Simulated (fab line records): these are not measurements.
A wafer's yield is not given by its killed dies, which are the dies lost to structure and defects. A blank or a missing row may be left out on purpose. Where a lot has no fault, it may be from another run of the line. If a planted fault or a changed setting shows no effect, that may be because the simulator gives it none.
fab line records -- flow n5Finfet
record lots=4, wafers=12, lastDay=17
route steps=1938 shown TV_LITHO@1877 TV_OPEN@1887 PAD_METAL@1893 PASSIVATION@1897
lots with no fault: from the same line, run without faults
startH: the number of hours between the record's first day and the start of the first shown wafer of the lot -- waitH: hours since the lot's step before -- " identical to the entry in the row above -- L1.1+2: several wafers, shown together as one row -- - no value, or no start given -- * or withheld: withheld -- < > ~ a bound
route shown NAME@n: names a module that has steps shown in the file, with the first one's number in the route -- usual: mean/standard deviation of fault-free wafers -- same: alike in all rows -- chamber/n: place in a boat -- sites: the reading at each site -- _std_site: their standard deviation -- _edge_site: mean of outer sites minus mean of inner sites -- radiusMm: how far each site lies from the wafer's centre -- mask NAME#n: copy n -- behind: the last tool/chamber to shape the wafer -- hold: what put the lot on hold/how long, in hours/how the hold closed -- device: names the non-switching transistor (n, p or np) -- end of line: tests of these same wafers at the route's end -- a step without rows: its recipe alone -- killed: dies lost to structure and defects at the first sort, not the wafer's yield -- map: dies across one wafer; x = killed, . = not, _ = none there
set.NAME: the setting the step ran with; set.NAME@STEP: the setting that earlier step ran with -- model.NAME: the simulator's own value behind a step, which no gauge read
certain route steps with their lots: each step a table, each wafer a row
services: when a tool's chamber went out of use (startH, in hours from the record's first day, below 0 if earlier), for how many hours, and the reason
## steps
# step N5_PASSIVATION_EBR_06
# recipe solvent=PGMEA, ebrWidthMm=1.5
# step N5_PASSIVATION_SOFTBAKE_05
# recipe tempC=100, timeS=90
# step N5_PASSIVATION_EXPOSE_07
# recipe maskId=TV, na=0.55, sourceShape=conventional, sigmaOuter=0.8, polarization=unpolarized, defocusNm=0, targetCdNm=3000, doseMj=22.75
# step N5_PASSIVATION_PEB_08
# recipe pebTempC=withheld, pebTimeS=*
# step N5_PASSIVATION_DEVELOP_09
# recipe developTimeS=60, rinseLiquid=diw, dry=airSpin, devTempC=21
# step N5_PASSIVATION_HARDBAKE_11
# recipe tempC=130, timeS=120
# step N5_PASSIVATION_DESCUM_12
# recipe chemistry=O2, timeS=7.9, sourcePowerW=50, biasPowerW=20, pressureMtorr=20, rfFrequencyHz=2.712e+07, tempC=40, o2FlowSccm=225
# step N5_PASSIVATION_PASS_ETCH_74
# recipe chemistry=CF4/O2, target=SiNx, targetDepthA=2200, timeS=110, ionEnergyEv=100, pressureMtorr=40, sourceW=535, biasW=49, Ar_flow_sccm=100, cf4FlowSccm=100, O2_flow_sccm=10
# step N5_PASSIVATION_VIA_ETCH_13
# recipe chemistry=CHF3/O2, target=SiO2, targetDepthA=6600, CHF3_flow_sccm=50, O2_flow_sccm=5, Ar_flow_sccm=200, timeS=330, maskMaterial=PR, pressureMtorr=30, sourceW=650, biasW=170, ionEnergyEv=200, ends=cleared
# step N5_PASSIVATION_STRIP_14
# recipe chemistry=O2, powerW=600, tempC=60, pressureMtorr=30, rfFrequencyHz=6e+07, biasPowerW=0, overashFraction=0.5, o2FlowSccm=225
# usual chamberPressureMTorr=30.00/0.044, drypumpMotorCurrentA=5.5/0.42, oesProductAu=0.79/0.075, rfVppV=3.7/0.95, showerheadPlenumPTorr=2.08/0.085, tempC=59.99/0.12, throttleValvePct=16.57/0.18
lot.wafer,tool,chamber,startH,waitH,chamberPressureMTorr,drypumpMotorCurrentA,oesProductAu,rfHoursCounterH,rfVppV,showerheadPlenumPTorr,tempC,throttleValvePct
L520.1,rieDiel-06,2,271.35,0.1,29.96,5.4,0.79,120,3.4,2.22,59.77,16.72
L520.2,rieDiel-06,3,271.35,0.1,30.00,5.9,0.77,169,3.1,1.92,60.10,16.37
L520.5,rieDiel-06,0,271.35,0.1,30.02,5.6,0.88,-,2.9,2.11,60.21,16.35
L536.1,rieDiel-06,3,365.19,0.1,30.09,5.9,0.76,193,3.4,1.91,59.88,16.45
L536.4,rieDiel-06,0,365.19,0.1,30.09,5.6,0.84,74,4.9,2.10,60.11,16.39
L536.6,rieDiel-06,1,365.19,0.1,30.09,4.7,0.88,-,2.7,2.05,60.00,16.41
L541.1,rieDiel-06,2,397.92,0.1,30.10,5.4,0.76,160,2.0,2.21,60.00,16.81
L541.3,rieDiel-06,0,397.92,0.1,29.99,5.7,0.84,82,1.4,2.10,60.23,16.41
L541.5,rieDiel-06,0,397.92,0.1,29.96,5.6,0.85,-,2.4,2.10,60.25,16.39
L542.1,rieDiel-02,2,411.18,0.1,30.04,5.9,0.93,17,3.6,2.04,60.05,16.33
L542.5,rieDiel-02,2,411.18,0.1,29.97,5.9,0.92,-,3.1,2.04,59.90,16.33
L542.6,rieDiel-02,1,411.18,0.1,29.97,6.0,0.72,-,3.5,1.97,59.95,16.44
# step N5_PASSIVATION_ETCH_15
# recipe chemistry=CF4/N2, target=SiCN, targetDepthA=750, taperDeg=2, timeS=81.2, ionEnergyEv=150, maskMaterial=SiNx, pressureMtorr=40, sourceW=430, biasW=70, Ar_flow_sccm=100, cf4FlowSccm=60, n2FlowSccm=60
# step N5_PASSIVATION_STRIP_73
# recipe chemistry=postEtchResidueRemover, timeS=60, tempC=25, removerPh=withheld, removerWaterWtPct=withheld, removerFluorideWtPct=withheld
# step N5_PASSIVATION_SRD_17
# recipe timeS=30, tempC=23, rinseLiquid=diw, dry=n2Spin, spinRpm=1500, dryTimeS=30
# step N5_PASSIVATION_DEGAS_18
# recipe ambient=vacuum, tempC=300, timeS=60
# step N5_PASSIVATION_PRE_CLEAN_19
# recipe gas=H2/He, timeS=*, tempC=*
# step N5_PASSIVATION_SPUTTER_20
# recipe material=TaN, targetThkA=500, tempC=25, chamberPressurePa=0.4
# step N5_PASSIVATION_AL_DEP_21
# recipe material=Al, targetThkA=28000, tempC=400, timeS=170, powerW=30000, chamberPressurePa=0.4, gas=Ar
# step N5_PASSIVATION_HMDS_23
# recipe timeS=60, tempC=120
# step N5_PASSIVATION_COAT_24
# recipe spinRpm=3000, resistThkNm=withheld
# step N5_PASSIVATION_EBR_26
# recipe solvent=PGMEA, ebrWidthMm=1.5
# step N5_PASSIVATION_SOFTBAKE_25
# recipe tempC=100, timeS=90
# step N5_PASSIVATION_EXPOSE_27
# recipe maskId=PAD, na=0.55, sourceShape=conventional, sigmaOuter=0.8, polarization=unpolarized, defocusNm=0, doseMj=32.3
# step N5_PASSIVATION_PEB_28
# recipe pebTempC=withheld, pebTimeS=*
# step N5_PASSIVATION_DEVELOP_29
# recipe developTimeS=60, rinseLiquid=diw, dry=airSpin, devTempC=21
# step N5_PASSIVATION_HARDBAKE_31
# recipe tempC=130, timeS=120
# step N5_PASSIVATION_DESCUM_32
# recipe chemistry=O2, timeS=7.9, sourcePowerW=50, biasPowerW=20, pressureMtorr=20, rfFrequencyHz=2.712e+07, tempC=40, o2FlowSccm=225
# step N5_PASSIVATION_AL_ETCH_33
# recipe chemistry=Cl2/BCl3, targetDepthA=28000, overEtchFrac=0.15, Cl2_flow_sccm=180, bcl3FlowSccm=60, target=Al, stopOn=TaN, timeS=466.7, ionEnergyEv=100, pressureMtorr=10, icpW=900, biasW=100
# step N5_PASSIVATION_ETCH_59
# recipe chemistry=Cl2/BCl3, target=TaN, targetDepthA=650, timeS=34.9, ionEnergyEv=100, pressureMtorr=10, icpW=900, biasW=100, Cl2_flow_sccm=60, bcl3FlowSccm=30
# step N5_PASSIVATION_STRIP_34
# recipe chemistry=O2, powerW=600, tempC=60, pressureMtorr=30, rfFrequencyHz=6e+07, biasPowerW=0, overashFraction=2, o2FlowSccm=225
# step N5_PASSIVATION_STRIP_51
# recipe chemistry=postEtchResidueRemover, timeS=1200, tempC=72.5
# step N5_PASSIVATION_CLEAN_69
# recipe chemistry=IPA, timeS=180, tempC=25
# step N5_PASSIVATION_SRD_70
# recipe dry=ipaMarangoni, timeS=30, tempC=23, rinseLiquid=diw
# step N5_PASSIVATION_PECVD_53
# recipe material=SiO2, targetThkA=8000, tempC=400, precursor=TEOS/O2, pressureTorr=6.5, rfW=withheld, teosFlowSccm=withheld, gas=O2, flowSccm=2650, timeS=169.4
# step N5_PASSIVATION_PECVD_35
# recipe material=SiNx, targetThkA=7000, tempC=400, precursor=SiH4/NH3/N2, pressureTorr=4.9, rfW=1406, timeS=151.3
# step N5_PASSIVATION_HMDS_37
# recipe timeS=60, tempC=120
# step N5_PASSIVATION_COAT_38
# recipe spinRpm=3000, resistThkNm=withheld
# step N5_PASSIVATION_PROBE_49
# usual defectLimitedYield=91.4/1.6, killed_at_M0_to_M3=31/11, killed_at_M4_up=14/5.7, killedAtContacts=12/6, killedAtFrontEnd=41/13, killedAtOther=3.3/2.8, killedDies=101/19, killedOpen=67/14, killedShort=33/8.2, sort_bin_5_function=5.0/1.1, sort_bin_6_memory=3.3/0.74, sort_bin_8_speed=0.0/0.36, sortNPass=1078/20, sortYieldPct=91.3/1.7
# same grossDies=1180, killedAtBackSide=0, sort_bin_4_leakage[%]=0
lot.wafer,tool,chamber,startH,waitH,defectLimitedYield[%],killed_at_M0_to_M3,killed_at_M4_up,killedAtContacts,killedAtFrontEnd,killedAtOther,killedDies,killedOpen,killedShort,sort_bin_5_function[%],sort_bin_6_memory[%],sort_bin_8_speed[%],sortNPass,sortYieldPct[%]
L536.1,prober-01,-,371.93,0.0,81.8,23,17,14,58,103,215,82,28,10.7,5.8,0,965,81.8
L536.4,prober-01,-,372.08,0.2,88.8,22,5,8,35,62,132,51,17,7.5,2.5,0,1048,88.8
L536.6,prober-01,-,372.18,0.3,85.3,18,13,19,33,91,174,62,22,9.1,4.0,0,1006,85.3
L541.1,prober-02,-,405.17,0.0,83.4,32,9,16,47,92,196,67,37,10.6,5.0,0,984,83.4
L541.3,prober-02,-,405.27,0.1,88.7,25,10,5,32,61,133,49,23,7.2,3.0,0,1047,88.7
L541.5,prober-02,-,405.37,0.2,86.0,26,10,13,56,60,165,73,31,8.9,3.6,0,1015,86.0
L542.1,prober-01,-,417.12,0.0,92.2,20,15,23,33,1,92,57,34,4.4,3.1,0,1088,92.2
L542.5,prober-01,-,417.32,0.2,90.0,25,17,17,51,8,118,79,37,5.8,4.0,0,1062,90.0
# killed by level:class
L536.1 TV_OPEN:unspecified=102 FIN_SAQP:geometricParticle:open=15 MOL_CONTACT_COAG:geometricParticle:open=12 STI_FIN_REVEAL:geometricParticle:open=12 FIN_SAQP:geometricParticle:short=8 BEOL_M3:geometricParticle:open=8 STI_FIN_REVEAL:geometricParticle:short=7 BEOL_M4:geometricParticle:open=5
L536.4 TV_OPEN:unspecified=62 FIN_SAQP:geometricParticle:open=12 BEOL_M3:geometricParticle:open=11 STI_FIN_REVEAL:geometricParticle:open=7 MOL_CONTACT_COAG:geometricParticle:open=6 BEOL_M3:geometricParticle:short=4 FIN_SAQP:geometricParticle:short=3 GATE_CUT:geometricParticle:open=3
L536.6 TV_OPEN:unspecified=90 MOL_CONTACT_COAG:geometricParticle:open=17 STI_FIN_REVEAL:geometricParticle:open=13 BEOL_M3:geometricParticle:open=6 FIN_SAQP:geometricParticle:open=5 FIN_SAQP:geometricParticle:short=4 BEOL_M0_SAQP:geometricParticle:short=4 BEOL_M4:geometricParticle:open=4
L541.1 TV_OPEN:unspecified=92 FIN_SAQP:geometricParticle:open=15 MOL_CONTACT_COAG:geometricParticle:open=15 BEOL_M0_SAQP:geometricParticle:short=15 FIN_SAQP:geometricParticle:short=11 BEOL_M0_SAQP:geometricParticle:open=9 STI_FIN_REVEAL:geometricParticle:open=5 BEOL_M3:geometricParticle:open=4
L541.3 TV_OPEN:unspecified=60 FIN_SAQP:geometricParticle:open=15 BEOL_M2:geometricParticle:open=7 FIN_SAQP:geometricParticle:short=5 BEOL_M0_SAQP:geometricParticle:short=5 BEOL_M0_SAQP:geometricParticle:open=4 BEOL_M1:geometricParticle:open=3 MOL_CONTACT_COAG:geometricParticle:open=3
L541.5 TV_OPEN:unspecified=60 FIN_SAQP:geometricParticle:open=14 MOL_CONTACT_COAG:geometricParticle:open=12 FIN_SAQP:geometricParticle:short=11 BEOL_M0_SAQP:geometricParticle:open=9 STI_FIN_REVEAL:geometricParticle:open=8 BEOL_M0_SAQP:geometricParticle:short=8 BEOL_M4:geometricParticle:open=6
L542.1 MOL_CONTACT_COAG:geometricParticle:open=16 FIN_SAQP:geometricParticle:open=8 MOL_CONTACT_COAG:geometricParticle:short=7 STARTING-WAFER:geometricParticle:short=6 BEOL_M4:geometricParticle:open=5 BEOL_M7:geometricParticle:open=5 BEOL_M1:geometricParticle:open=4 BEOL_M0_SAQP:geometricParticle:short=4
L542.5 MOL_CONTACT_COAG:geometricParticle:open=15 STI_FIN_REVEAL:geometricParticle:open=13 FIN_SAQP:geometricParticle:open=12 BEOL_M4:geometricParticle:open=10 BEOL_M0_SAQP:geometricParticle:short=8 FIN_SAQP:geometricParticle:short=6 STARTING-WAFER:geometricParticle:open=6 PASS1_CAP:geometricParticle:short=4
# map L536.1 (x killed, . not)
_________________............________________
______________........x........._____________
___________x.............x.x...x...__________
__________xx............xx...x..x..._________
________..x.x...x....................._______
_______x..x...............xx....x......______
______..x..........x............x....x.._____
_____.........................x........x.____
____.......x........x............x..x....x___
___...x...............x.x......x...........__
___..x.x.x.................................__
__................x........x..x............._
__.x................x.....x.........x..x...._
_..................x.........................
_..xx.....................x..................
_............................................
_...............x.xxxx............x........x.
_.........x..x..xxxxxx..x..x...x..x..........
_.........x.x.xxxxxxxxx.x.x..................
_....x.......xxxxxxxxxxxxxx........x....x....
_..x........xxxxxxxxxxxxxx............x.x....
__...........xxxxxxxxxxxxx................x._
__..x.......xx.xxxxxxxxxxx..x..............._
___.....x....xxxxxxx.xxxx.....x............__
___.............x.xxxxx.x.x..x.............__
____...xxx..x.x..x..x..x.xx......x....x...___
_____...x.x.x.....x........xx....x.......____
______.......x..x....x....x.....x......._____
_______..x......xx..................x..______
________..........x...xx....x..xx....._______
__________x............x..xxx.....xx_________
___________......x..x.........x....__________
______________x........x.x.x...._____________
_________________.........x..________________
# map L541.1 (x killed, . not)
_________________..x.........________________
______________.....x....xx......_____________
___________x.........x.............__________
__________......x.......x....x..x..._________
________x....xxxx....x................_______
_______...........................x....______
______....x......x......................_____
_____..............x...........x...x.....____
____................x...................x.___
___....x......x..x.xx.....x.............x..__
___........x...x.xxx............x..........__
__..........x.xxxxxx.xx.x..................._
__.......x..x.x.xxxxxx...x....x...x.x.xx...._
_..........x.xxxxxxxxxxx.....x..x........x...
_....x......xxxxxxxxxxxx.....................
_...x........x.xxxxxxxxx.x.........x.........
_..x.......xx.xxxxxxxxxx....x..........x..x..
_.......xx...x.xxxxxxxxx..x.x........x.......
_.........x...xx.xxxxxxx.........x.......x..x
_...............xx.x...........x.............
_..x...........x.x..xx...x...x..x............
__...x.....x.................x.....x........_
__.x................x......x.....x........x._
___x.........x.........x..............x.x..__
___...................x....x...............__
____............x........x................___
_____.............xx.....x...............____
______.......x....x.........x..........._____
_______....x.....x.............x.......______
________...x.....x.x.........x........_______
__________x.......................x._________
___________..................x.....__________
______________x.....x..........._____________
_________________.......x....________________
## services
tool,chamber,startH,hours,kind
rieDiel-06,3,272.94,8.2,repair
rieDiel-06,3,335.24,4.3,repair
rieDiel-02,2,345.20,-,clean
rieDiel-02,2,345.20,-,consumableReplace:focusRing
rieDiel-02,2,345.20,14.0,scheduledDown
rieDiel-02,2,345.20,14.0,ventCycle
rieDiel-06,1,347.84,8.6,repair
rieDiel-06,-,358.55,0.9,repair
rieDiel-06,-,399.62,14.6,pm
## key
firstSign step=N5_PASSIVATION_PROBE_49, reading=killedAtOther, direction=up, sigmas=26, usual=3.3, struck=78.2
effect step=N5_PASSIVATION_PROBE_49, reading=defectLimitedYield, direction=down, sigmas=3.5, usual=91.4, struck=85.7
moreKillsBornAt N5_PASSIVATION_STRIP_14@rieDiel-06=466
metAt N5_PASSIVATION_STRIP_14
struckWafers L536.1,L536.4,L536.6,L541.1,L541.3,L541.5
onsetBetween 271.35 365.19
fault kind=chamberParticleSource, tool=rieDiel-06, chamber=-, onsetH=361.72, steps=N5_PASSIVATION_STRIP_14, ratePerVisitCm2=0.39411, endH=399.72
